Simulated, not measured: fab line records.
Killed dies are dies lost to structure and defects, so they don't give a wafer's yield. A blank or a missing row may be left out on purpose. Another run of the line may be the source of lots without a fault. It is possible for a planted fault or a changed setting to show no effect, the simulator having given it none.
The tool behind it: which one?	flow nand harc	Sampling: 19 lots, 57 wafers, 6 of 1159 route steps

WHAT THE GAUGES READ, wafer by wafer
The record lacks any reading of a measuring or inspecting step that a usual standard deviation could be used to judge.

TOOL THAT RAN EACH LOT (tool first, then ch and the chambers of the sampled wafers, then the start)
lot	NHARC_A_STAIRCASE_TRIM_198	NHARC_A_STAIRCASE_TRIM_226	NHARC_A_STAIRCASE_ETCH_292	NHARC_A_STAIRCASE_HM_OPEN_460	NHARC_A_STAIRCASE_ETCH_452	NHARC_A_STAIRCASE_STRIP_316
L075	rie diel-07 ch 0,1,2, day 11 08:11 or earlier	rie diel-06 ch 0,1, day 11 08:11 or earlier	rie diel-07 ch 1,2,3, day 11 08:11	rie diel-07 ch 0,1, no start	rie diel-07 ch 0,2,3, no start	rie diel-06 ch 0,2, no start
L078	rie diel-06 ch 0,1,2, day 12 03:41 or earlier	rie diel-02 ch 0,1,3, day 12 03:41 or earlier	rie diel-07 ch 0,1,3, day 12 03:41	rie diel-07 ch 1,2,3, no start	rie diel-07 ch 0,1,3, no start	rie diel-02 ch 0,2,3, no start
L077	rie diel-06 ch 1,3, day 12 08:11 or earlier	rie diel-02 ch 0,1, day 12 08:11 or earlier	rie diel-06 ch 0,2,3, day 12 08:11	rie diel-06 ch 1,3, no start	rie diel-06 ch 2,3, no start	rie diel-02 ch 0,1,2, no start
L080	rie diel-07 ch 1,2,3, day 12 19:55 or earlier	rie diel-06 ch 0,1, day 12 19:55 or earlier	rie diel-02 ch 0,3, day 12 19:55	rie diel-02 ch 0,1, no start	rie diel-02 ch 0,1,3, no start	rie diel-06 ch 0,1,3, no start
L081	rie diel-06 ch 1,2,3, day 13 07:08 or earlier	rie diel-02 ch 0,1, day 13 07:08 or earlier	rie diel-07 ch 0,2,3, day 13 07:08	rie diel-07 ch 0,2, no start	rie diel-07 ch 0,2,3, no start	rie diel-02 ch 0,1,2, no start
L082	rie diel-02 ch 1,2,3, day 13 17:33 or earlier	rie diel-02 ch 0,3, day 13 17:33 or earlier	rie diel-07 ch 0,1,3, day 13 17:33	rie diel-07 ch 0,1,3, no start	rie diel-07 ch 0,1,3, no start	rie diel-02 ch 0,1,3, no start
L083	rie diel-06 ch 0,2,3, day 13 23:10 or earlier	rie diel-07 ch 0,1,3, day 13 23:10 or earlier	rie diel-07 ch 1,2,3, day 13 23:10	rie diel-07 ch 0,2,3, no start	rie diel-07 ch 0,2,3, no start	rie diel-06 ch 1,2,3, no start
L085	rie diel-07 ch 0,2,3, day 14 01:04 or earlier	rie diel-07 ch 0,1,3, day 14 01:04 or earlier	rie diel-06 ch 0,1,2, day 14 01:04	rie diel-06 ch 1,3, no start	rie diel-06 ch 0,1, no start	rie diel-02 ch 2,3, no start
L084	rie diel-06 ch 1,2,3, day 14 02:17 or earlier	rie diel-06 ch 0,1, day 14 02:17 or earlier	rie diel-07 ch 0,1,2, day 14 02:17	rie diel-07 ch 0,2,3, no start	rie diel-07 ch 1,2, no start	rie diel-02 ch 2,3, no start
L086	rie diel-06 ch 0,1,3, day 15 01:55 or earlier	rie diel-07 ch 0,2,3, day 15 01:55 or earlier	rie diel-07 ch 0,1,3, day 15 01:55	rie diel-07 ch 1,3, no start	rie diel-07 ch 0,1, no start	rie diel-06 ch 0,2,3, no start
L087	rie diel-07 ch 0,1,3, day 15 02:18 or earlier	rie diel-06 ch 0,2,3, day 15 02:18 or earlier	rie diel-06 ch 0,2,3, day 15 02:18	rie diel-06 ch 0,1,3, no start	rie diel-06 ch 1,2,3, no start	rie diel-07 ch 1,3, no start
L089	rie diel-06 ch 0,3, day 15 09:40 or earlier	rie diel-06 ch 0,2,3, day 15 09:40 or earlier	rie diel-07 ch 1,2,3, day 15 09:40	rie diel-07 ch 0,1, day 15 10:08 or earlier	rie diel-06 ch 0,1, day 15 10:08	rie diel-07 ch 0,3, no start
L090	rie diel-06 ch 1,2, day 15 18:43 or earlier	rie diel-02 ch 1,2, day 15 18:43 or earlier	rie diel-06 ch 0,1,2, day 15 18:43	rie diel-06 ch 0,3, no start	rie diel-06 ch 0,1, no start	rie diel-07 ch 1,2,3, no start
L091	rie diel-02 ch 1,2, day 16 00:44 or earlier	rie diel-06 ch 0,2,3, day 16 00:44 or earlier	rie diel-06 ch 0,1, day 16 00:44	rie diel-06 ch 0,1, no start	rie diel-06 ch 0,1,2, no start	rie diel-02 ch 1,2, no start
L093	rie diel-06 ch 1,2,3, day 16 14:55 or earlier	rie diel-07 ch 0,3, day 16 14:55 or earlier	rie diel-07 ch 0,3, day 16 14:55	rie diel-07 ch 1,2, no start	rie diel-07 ch 0,1,3, no start	rie diel-06 ch 0,2,3, no start
L094	rie diel-06 ch 2,3, day 16 16:40 or earlier	rie diel-06 ch 1,2,3, day 16 16:40 or earlier	rie diel-07 ch 0,1,3, day 16 16:40	rie diel-07 ch 0,1,3, no start	rie diel-07 ch 1,2, no start	rie diel-07 ch 1,2, no start
L096	rie diel-06 ch 1,2, day 17 01:33 or earlier	rie diel-06 ch 0,1, day 17 01:33 or earlier	rie diel-06 ch 0,1,2, day 17 01:33	rie diel-06 ch 1,2,3, no start	rie diel-06 ch 1,2, no start	rie diel-06 ch 1,2, no start
L095	rie diel-02 ch 1,2,3, day 17 03:37 or earlier	rie diel-06 ch 0,1,2, day 17 03:37 or earlier	rie diel-07 ch 0,2,3, day 17 03:37	rie diel-07 ch 0,1,3, no start	rie diel-07 ch 1,2,3, no start	rie diel-07 ch 1,2,3, no start
L097	rie diel-02 ch 2,3, day 17 21:49 or earlier	rie diel-06 ch 1,2, day 17 21:49 or earlier	rie diel-02 ch 0,2,3, day 17 21:49	rie diel-02 ch 1,2,3, no start	rie diel-02 ch 0,2,3, no start	rie diel-06 ch 0,3, no start
- NHARC_A_STAIRCASE_TRIM_198: chemistry O2, time 211.2 s.
- NHARC_A_STAIRCASE_TRIM_226: chemistry O2, time 211.2 s.
- NHARC_A_STAIRCASE_ETCH_292: etches the open film in CF4/CHF3.
- NHARC_A_STAIRCASE_HM_OPEN_460: chemistry O2/COS.
- NHARC_A_STAIRCASE_ETCH_452: etches the open film in CF4/O2, target depth 30 nm, overetch 3 nm, time 16.5 s.
- NHARC_A_STAIRCASE_STRIP_316: strips in O2.

AS READ BY THE TOOLS THEMSELVES (means over the sampled wafers that have a number; for cases with no such wafer, the mark the record gives instead)
NHARC_A_STAIRCASE_TRIM_198.
lot	tool	drypump motor current A (A)	oes product au (a.u.)	rf vpp V (V)	showerhead plenum p Torr (Torr)	throttle valve pct (%)
L075	rie diel-07	5.9	1.006	58.0	3.65	17.047
L078	rie diel-06	6.3	1.003	57.5	3.49	17.043
L077	rie diel-06	6.0	1.008	57.8	3.54	17.040
L080	rie diel-07	5.7	1.007	58.7	3.65	17.034
L081	rie diel-06	6.2	1.000	57.0	3.57	17.045
L082	rie diel-02	6.3	0.992	57.5	3.52	17.034
L083	rie diel-06	6.2	1.008	57.2	3.52	17.038
L085	rie diel-07	6.0	1.003	58.2	3.71	17.034
L084	rie diel-06	6.1	0.996	57.8	3.57	17.033
L086	rie diel-06	6.1	1.010	57.3	3.48	17.036
L087	rie diel-07	5.7	0.998	58.3	3.61	17.040
L089	rie diel-06	6.0	1.005	57.2	3.51	17.036
L090	rie diel-06	6.3	0.997	57.6	3.53	17.036
L091	rie diel-02	6.4	0.995	57.3	3.61	17.032
L093	rie diel-06	6.2	1.001	57.0	3.55	17.030
L094	rie diel-06	6.0	0.997	59.1	3.58	17.042
L096	rie diel-06	6.4	0.998	57.7	3.55	17.031
L095	rie diel-02	6.3	1.002	58.4	3.68	17.040
L097	rie diel-02	6.1	0.995	57.6	3.65	17.023

NHARC_A_STAIRCASE_TRIM_226.
lot	tool	drypump motor current A (A)	oes product au (a.u.)	rf vpp V (V)	showerhead plenum p Torr (Torr)	throttle valve pct (%)
L075	rie diel-06	6.3	1.000	56.9	3.47	17.033
L078	rie diel-02	6.1	0.990	58.3	3.41	17.037
L077	rie diel-02	6.4	0.991	57.9	3.54	17.042
L080	rie diel-06	6.3	1.013	58.2	3.46	17.046
L081	rie diel-02	6.4	0.981	58.5	3.54	17.032
L082	rie diel-02	5.7	0.987	57.0	3.27	17.035
L083	rie diel-07	5.7	1.005	58.1	3.62	17.025
L085	rie diel-07	5.8	1.003	58.8	3.62	17.037
L084	rie diel-06	6.2	1.007	57.3	3.45	17.033
L086	rie diel-07	5.9	0.993	58.9	3.70	17.045
L087	rie diel-06	6.2	1.005	57.5	3.51	17.036
L089	rie diel-06	6.2	1.006	57.4	3.51	17.026
L090	rie diel-02	6.6	1.010	57.7	3.64	17.034
L091	rie diel-06	6.2	0.999	57.4	3.50	17.042
L093	rie diel-07	6.0	1.007	58.3	3.66	17.039
L094	rie diel-06	6.2	0.995	57.5	3.55	17.037
L096	rie diel-06	6.3	1.010	57.6	3.44	17.036
L095	rie diel-06	6.4	1.003	57.5	3.47	17.043
L097	rie diel-06	6.3	1.005	57.6	3.52	17.045

NHARC_A_STAIRCASE_ETCH_292.
lot	tool	bias w (W)	drypump motor current A (A)	oes product au (a.u.)	rf vpp V (V)	showerhead plenum p Torr (Torr)	throttle valve pct (%)
L075	rie diel-07	200.3	5.6	0.985	372.1	1.63	16.800
L078	rie diel-07	200.1	5.7	0.931	372.1	1.62	16.802
L077	rie diel-06	200.2	6.2	0.965	370.7	1.57	16.807
L080	rie diel-02	199.8	5.8	0.914	366.1	1.46	16.794
L081	rie diel-07	200.1	5.9	0.948	372.5	1.65	16.803
L082	rie diel-07	200.2	5.7	0.917	371.7	1.61	16.794
L083	rie diel-07	199.6	5.6	0.926	372.0	1.63	16.801
L085	rie diel-06	200.4	6.3	0.967	371.4	1.55	16.808
L084	rie diel-07	199.9	5.9	0.929	372.1	1.63	16.802
L086	rie diel-07	199.7	5.7	0.929	372.1	1.61	16.804
L087	rie diel-06	199.3	6.2	0.969	371.2	1.56	16.807
L089	rie diel-07	199.9	5.6	0.924	372.0	1.62	16.803
L090	rie diel-06	199.8	6.3	0.930	370.1	1.55	16.794
L091	rie diel-06	199.9	6.3	0.946	368.7	1.51	16.803
L093	rie diel-07	199.7	6.0	0.950	372.3	1.63	16.799
L094	rie diel-07	200.4	5.7	0.970	372.3	1.60	16.799
L096	rie diel-06	199.8	6.3	0.952	369.2	1.55	16.803
L095	rie diel-07	200.0	5.9	0.926	373.1	1.64	16.798
L097	rie diel-02	200.6	5.9	0.932	373.5	1.66	16.802

NHARC_A_STAIRCASE_HM_OPEN_460.
lot	tool	bias w (W)	drypump motor current A (A)	oes product au (a.u.)	rf vpp V (V)	showerhead plenum p Torr (Torr)	throttle valve pct (%)
L075	rie diel-07	299.2	5.7	1.014	467.8	3.16	28.333
L078	rie diel-07	300.5	5.6	1.005	469.8	3.23	28.333
L077	rie diel-06	299.1	6.1	0.998	467.2	3.14	28.333
L080	rie diel-02	300.3	6.4	0.998	466.8	3.13	28.330
L081	rie diel-07	300.6	6.2	1.010	471.0	3.28	28.324
L082	rie diel-07	300.2	5.7	1.005	468.5	3.20	28.332
L083	rie diel-07	299.7	5.9	0.996	470.0	3.28	28.330
L085	rie diel-06	300.4	5.9	0.994	468.5	3.15	28.336
L084	rie diel-07	301.3	6.0	0.996	470.1	3.28	28.327
L086	rie diel-07	298.7	5.4	0.995	468.0	3.14	28.335
L087	rie diel-06	300.5	6.1	1.009	466.2	3.08	28.328
L089	rie diel-07	299.6	5.7	1.007	467.7	3.14	28.330
L090	rie diel-06	298.9	6.1	1.010	464.8	3.03	28.328
L091	rie diel-06	299.9	6.3	1.006	465.4	3.05	28.324
L093	rie diel-07	301.0	5.6	1.002	467.8	3.16	28.326
L094	rie diel-07	300.7	5.7	1.008	468.5	3.18	28.327
L096	rie diel-06	299.6	6.1	1.001	468.1	3.14	28.324
L095	rie diel-07	300.3	5.7	1.004	468.8	3.18	28.323
L097	rie diel-02	299.4	6.3	1.004	469.5	3.25	28.322

NHARC_A_STAIRCASE_ETCH_452.
lot	tool	bias w (W)	drypump motor current A (A)	oes product au (a.u.)	rf vpp V (V)	showerhead plenum p Torr (Torr)	throttle valve pct (%)
L075	rie diel-07	100.4	5.9	0.996	199.1	1.41	13.396
L078	rie diel-07	100.0	5.7	1.006	199.3	1.37	13.396
L077	rie diel-06	99.9	6.0	0.988	198.7	1.36	13.389
L080	rie diel-02	100.4	6.1	0.987	196.8	1.29	13.402
L081	rie diel-07	100.0	5.9	0.998	199.3	1.41	13.392
L082	rie diel-07	100.0	5.7	1.007	199.5	1.37	13.392
L083	rie diel-07	100.2	5.9	1.004	199.1	1.40	13.398
L085	rie diel-06	100.2	6.3	1.004	196.5	1.31	13.387
L084	rie diel-07	100.1	5.8	1.002	198.2	1.39	13.388
L086	rie diel-07	99.9	6.0	1.012	198.6	1.37	13.389
L087	rie diel-06	100.0	6.2	1.003	198.3	1.35	13.399
L089	rie diel-06	100.0	6.3	1.013	196.4	1.29	13.397
L090	rie diel-06	100.0	6.2	1.018	197.6	1.30	13.388
L091	rie diel-06	100.1	6.3	1.009	197.0	1.31	13.397
L093	rie diel-07	100.1	5.7	1.005	199.1	1.36	13.401
L094	rie diel-07	99.9	5.8	0.999	198.5	1.38	13.404
L096	rie diel-06	99.7	6.3	0.994	198.4	1.33	13.393
L095	rie diel-07	99.9	5.6	1.001	199.0	1.37	13.400
L097	rie diel-02	100.2	5.9	0.983	199.5	1.41	13.400

NHARC_A_STAIRCASE_STRIP_316.
lot	tool	drypump motor current A (A)	oes product au (a.u.)	rf vpp V (V)	showerhead plenum p Torr (Torr)	throttle valve pct (%)
L075	rie diel-06	6.4	0.994	57.4	3.45	17.040
L078	rie diel-02	5.9	0.992	57.6	3.39	17.033
L077	rie diel-02	6.2	0.994	57.6	3.52	17.038
L080	rie diel-06	6.1	1.002	58.9	3.49	17.037
L081	rie diel-02	6.2	0.995	57.1	3.51	17.029
L082	rie diel-02	6.1	0.986	57.4	3.40	17.039
L083	rie diel-06	6.1	0.990	58.5	3.56	17.042
L085	rie diel-02	6.1	0.990	58.2	3.49	17.037
L084	rie diel-02	6.0	0.989	57.1	3.38	17.035
L086	rie diel-06	6.2	1.004	57.4	3.51	17.038
L087	rie diel-07	5.4	1.003	57.4	3.54	17.039
L089	rie diel-07	6.0	0.991	58.2	3.67	17.040
L090	rie diel-07	5.6	0.999	58.1	3.63	17.044
L091	rie diel-02	6.4	1.007	57.2	3.61	17.030
L093	rie diel-06	6.1	1.000	57.3	3.50	17.035
L094	rie diel-07	5.8	1.000	57.8	3.65	17.038
L096	rie diel-06	6.3	0.990	57.9	3.54	17.037
L095	rie diel-07	5.7	1.010	57.0	3.62	17.036
L097	rie diel-06	5.9	0.999	57.2	3.50	17.037

THE ANSWER, worked out from the rows above alone
Rule: the usual values come from the lots themselves. The widest of any qualifying gaps counts: lots, ordered by their means at a reading, are off when they make up no more than a third of the lots, leave a main group of 4 or more, and stand apart from it by 3 or more times the standard deviation of that group's means. Not used: any main group whose means are identical at the precision the tables above print for the reading. Also off: a lot with no number at a reading for which 4 or more lots have one. All remaining lots with rows at the step are treated as sound. First the gauges in route order, then the tools' own readings, where a lot's mean is used as printed above. The first step at which some lot is off is used, and at that step the reading that is off furthest; a lot without a number counts as furthest.
Across all readings shown, no lot is off: no conclusion can be drawn from this.

WHAT THE SIMULATOR PUT IN
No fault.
